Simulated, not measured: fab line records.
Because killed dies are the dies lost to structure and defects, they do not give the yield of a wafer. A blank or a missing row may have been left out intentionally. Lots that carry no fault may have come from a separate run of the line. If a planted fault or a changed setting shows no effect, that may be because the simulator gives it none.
Struck lot and sound lot, side by side    flow nandHarc    15 out of 1302 route steps
Sound: wafers L664.3, L664.5, L664.6. Struck: wafer L681.4 (left out: L681.1, L681.5 of the same lot, which were not struck); the cause appears at the end.
Order at every step that has rows: each side's tool, ch and its chambers, its first start. Under that, the readings that differ: sound wafers    struck wafers    difference of the means    sigmas: that difference in standard deviations of wafers without a fault.
alike: same words and numbers on both sides, and readings whose means sit less than 2 such deviations apart. not compared: any withheld reading, any reading some wafer has no value for, any bound like >300 that may hide the same value, and any number with overlapping values for which the record gives no deviation.
The two part at a step that has a row with sigmas, a row that says differs or no value, or rows on one side only. Numbers that have no deviation but don't overlap get no sigmas and don't part them. Lack of a reading on every wafer of one side parts them only where that side has two or more wafers.

NHARC_A_ONON_D2_THK_MEAS_05: measures by ellipsometry.
  struck on filmMetro-02, day 19 21:09; sound on filmMetro-02, day 12 16:14
  alike: thkNm
then NHARC_A_ONON_D2_DEP_06 (target thk 1000 nm), 1 step lacking rows for these wafers.
NHARC_A_ONON_D2_THK_MEAS_08: measures by ellipsometry.
  struck on filmMetro-01, day 19 21:43; sound on filmMetro-01, day 12 16:47
  alike: thkNm
then NHARC_A_ONON_D2_DEP_09 (target thk 1000 nm), 1 step lacking rows for these wafers.
NHARC_A_ONON_D2_THK_MEAS_11: measures by ellipsometry.
  struck on filmMetro-01, day 19 22:17; sound on filmMetro-02, day 12 17:21
  alike: thkNm
then NHARC_A_ONON_D2_DEP_12 (target thk 1000 nm), 1 step lacking rows for these wafers.
NHARC_A_ONON_D2_THK_MEAS_14: measures by ellipsometry.
  struck on filmMetro-01, day 19 22:50; sound on filmMetro-01, day 12 17:55
  alike: thkNm
then, 2 steps without rows for these wafers: NHARC_A_ONON_D2_ANNEAL_15 (time 3600 s); NHARC_A_ONON_D2_DEP_16 (target thk 1000 nm).
NHARC_A_ONON_D2_THK_MEAS_18: measures by ellipsometry.
  struck on filmMetro-02, day 20 06:36; sound on filmMetro-01, day 13 01:20
  alike: thkNm
then NHARC_A_ONON_D2_DEP_19 (target thk 1000 nm), 1 step lacking rows for these wafers.
NHARC_A_ONON_D2_THK_MEAS_21: measures by ellipsometry.
  struck on filmMetro-02, day 20 07:11; sound on filmMetro-02, day 13 01:54
  alike: thkNm
NHARC_A_ONON_D2_DEP_22: target thk 1000 nm.
  sound on pecvdOnon-04 ch 0, day 13 02:04; struck on pecvdOnon-04 ch 0, day 20 07:15
NHARC_A_ONON_D2_THK_MEAS_24: measures by ellipsometry.
  struck on filmMetro-02, day 20 07:46; sound on filmMetro-02, day 13 02:28
reading     sound        struck  difference  sigmas
thkNm (nm)  993 993 993  945     -48         -5
then NHARC_A_ONON_D2_DEP_25 (target thk 1000 nm), 1 step lacking rows for these wafers.

WHERE THEY PART
Within this record, at NHARC_A_ONON_D2_THK_MEAS_24 only.

WHY: whatever the simulator had introduced
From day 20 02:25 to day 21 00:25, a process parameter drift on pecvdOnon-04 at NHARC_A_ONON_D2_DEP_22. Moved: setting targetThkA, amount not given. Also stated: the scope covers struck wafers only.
